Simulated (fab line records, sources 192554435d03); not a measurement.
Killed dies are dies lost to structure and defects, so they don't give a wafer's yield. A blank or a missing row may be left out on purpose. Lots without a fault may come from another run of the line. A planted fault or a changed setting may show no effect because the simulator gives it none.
Chamber matching | flow n5_finfet | N5_DUMMY_GATE_ETCH_42 on rie_diel-04: 4 sister chambers
The step etches SiO2 in CHF3/O2, target depth 3.5 nm, time 31 s. 18 wafers are shown with their chamber, then 9 later ones without.

WAFERS WITH THEIR CHAMBER
wafer  | chamber | showerhead_plenum_p_Torr (Torr) | drypump_motor_current_A (A) | oes_product_au (a.u.)
L074.2 | 1       | 2.41                            | 5.5                         | 0.73
L074.4 | 3       | 2.47                            | 6.0                         | 0.70
L074.5 | 1       | 2.41                            | 5.5                         | 0.74
L077.2 | 2       | 2.34                            | 5.3                         | 0.87
L077.3 | 1       | 2.41                            | 5.6                         | 0.73
L077.6 | 1       | 2.41                            | 5.6                         | 0.74
L078.2 | 0       | 2.36                            | 5.6                         | 0.69
L078.3 | 2       | 2.34                            | 5.3                         | 0.86
L078.5 | 1       | 2.41                            | 5.5                         | 0.73
L082.1 | 1       | 2.40                            | 5.6                         | 0.72
L082.2 | 0       | 2.36                            | 5.7                         | 0.68
L082.4 | 1       | 2.40                            | 5.6                         | 0.72
L083.1 | 0       | 2.36                            | 5.7                         | 0.68
L083.3 | 3       | 2.46                            | 6.0                         | 1.00
L083.6 | 0       | 2.36                            | 5.6                         | 0.68
L087.2 | 3       | 2.46                            | 6.0                         | 0.95
L087.5 | 1       | 2.40                            | 5.5                         | 0.72
L087.6 | 2       | 2.34                            | 5.4                         | 0.85

SIGNATURES (means of the wafers above)
reading                  | chamber 0 | chamber 1 | chamber 2 | chamber 3 | scatter within a chamber
showerhead_plenum_p_Torr | 2.3600    | 2.4062    | 2.3400    | 2.4633    | 0.00426
drypump_motor_current_A  | 5.650     | 5.550     | 5.333     | 6.000     | 0.0512
oes_product_au           | 0.6825    | 0.7288    | 0.8600    | 0.8833    | 0.0612
Rule: a wafer's distance from a chamber is the root of the sum, over the readings, of the square of ((its reading less the chamber's mean) divided by the reading's scatter). The wafer belongs to the nearest chamber; if the next one is less than 2 further off, it can't be placed. The scatter: the root of (the sum of the squares of (reading less its chamber's mean) over the shown wafers, divided by (wafers less chambers)).

WAFERS WITHOUT THEIR CHAMBER
wafer  | showerhead_plenum_p_Torr (Torr) | drypump_motor_current_A (A) | oes_product_au (a.u.)
L089.1 | 2.36                            | 5.7                         | 0.99
L089.3 | 2.40                            | 5.5                         | 0.71
L089.5 | 2.36                            | 5.6                         | 0.98
L092.1 | 2.35                            | 5.6                         | 0.95
L092.2 | 2.39                            | 5.6                         | 0.71
L092.6 | 2.39                            | 5.5                         | 0.71
L094.1 | 2.35                            | 5.6                         | 0.93
L094.5 | 2.39                            | 5.5                         | 0.70
L094.6 | 2.35                            | 5.7                         | 0.93

WHICH CHAMBER EACH WENT THROUGH
wafer  | from the rows above     | in truth
L089.1 | 0                       | 0
L089.3 | 1                       | 1
L089.5 | 0                       | 0
L092.1 | can't be placed: 0 or 2 | 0
L092.2 | 1                       | 1
L092.6 | 1                       | 1
L094.1 | can't be placed: 0 or 2 | 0
L094.5 | 1                       | 1
L094.6 | 0                       | 0
Placed correctly: 7 of 9. Can't be placed from these rows: 2 (the true chamber is among the candidates in 2). Placed wrongly: 0.
